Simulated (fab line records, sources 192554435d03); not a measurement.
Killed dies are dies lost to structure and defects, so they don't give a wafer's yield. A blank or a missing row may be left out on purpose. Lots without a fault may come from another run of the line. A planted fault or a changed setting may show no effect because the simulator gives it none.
Problem report in the 8D (eight disciplines) form, filled by code | flow n5_finfet | the parts of the form that need people (team, actions taken, sign-off) are left out

1. THE PROBLEM
bias_w at N5_BEOL_M2_ETCH_70 reads a mean of 143.9 W on 2 wafers of 2 lots; wafers without a fault read 149.9 W with a standard deviation of 0.45. That is -13 standard deviations from the usual mean.
The step: etches SOC in N2/H2, target depth 80 nm, overetch 24 nm, time 130 s.
First seen on wafer L939.2, day 9 11:52, on rie_diel-01. The record holds 24 wafers of 8 lots with a number at this step. Rule for "out", or "out of limits": more than 4 standard deviations from the usual mean. The other wafers with a number count as sound.

2. WHAT IT IS AND WHAT IT IS NOT
question                    | is               | is not
which readings at this step | bias_w, rf_vpp_V | chamber_pressure_mTorr, drypump_motor_current_A, oes_product_au, showerhead_plenum_p_Torr, throttle_valve_pct
which lots                  | L939, L940       | L928, L930, L934, L942, L948, L950
which wafers of those lots  | L939.2, L940.4   | L939.1, L939.4, L940.1, L940.3
read on which tools         | rie_diel-01      | rie_diel-02, rie_diel-04
when                        | from day 9 11:52 | up to then (11 sound wafers); but 11 sound wafers of L940, L942, L948, L950 came after

3. SUSPECTS, AND WHAT RULES EACH OUT
Counting: a tool at a process step up to the reading stays a suspect if it ran every lot that is out. Sound lots after the first of them don't rule it out here, since some wafers of a struck lot are sound.
- rie_diel-04 at N5_BEOL_M2_ETCH_63 (etches SiARC in CF4, target depth 15.6 nm, time 26 s): kept. It ran every lot that is out, first L939 (day 9 09:10); its last sound lot up to then is L930 (day 7 06:29).
- rie_diel-01 at N5_BEOL_M2_ETCH_70 (etches SOC in N2/H2, target depth 80 nm, overetch 24 nm, time 130 s): kept. It ran every lot that is out, first L939 (day 9 11:52); its last sound lot up to then is L930 (day 7 08:36). Its own readings are out on those wafers: bias_w, rf_vpp_V.
- Within rie_diel-01 at N5_BEOL_M2_ETCH_70: the wafers that are out ran in chamber 1; their sound lot-mates ran in chambers 0, 3.
Left after counting: rie_diel-04 at N5_BEOL_M2_ETCH_63, rie_diel-01 at N5_BEOL_M2_ETCH_70.

4. THE CAUSE (what the simulator had put in)
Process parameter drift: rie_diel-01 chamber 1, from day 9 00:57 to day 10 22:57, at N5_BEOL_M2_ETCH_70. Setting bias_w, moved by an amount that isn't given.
Counting left 2 suspects, and this tool is among them.

5. THE CHAIN OF EFFECTS, in route order
Each row: a reading whose mean over the struck wafers that have a number lies more than 3 standard deviations from the usual. Only readings for which the record gives a usual standard deviation are gone through. hours: the time from each lot's start at the first step in this table that gives one to its start at this step, as a median over the lots. sigmas: the change in usual standard deviations.
hours | step               | reading  | usual   | on struck wafers | change | sigmas
0     | N5_BEOL_M2_ETCH_70 | bias_w   | 149.9 W | 143.9            | -6.0   | -13
0     | N5_BEOL_M2_ETCH_70 | rf_vpp_V | 524.5 V | 510.3            | -14.2  | -5.7
The process steps in it:
- N5_BEOL_M2_ETCH_70: etches SOC in N2/H2, target depth 80 nm, overetch 24 nm, time 130 s.
Later measuring or inspecting steps at which every struck wafer that the step has a row for has a number for every such reading, and none has moved that far: N5_BEOL_M4_RC_MEAS_101.

6. WHAT WOULD HAVE CAUGHT IT SOONER
In this record the first reading out of limits was taken at day 9 11:52, 11 hours after the fault began at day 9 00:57.
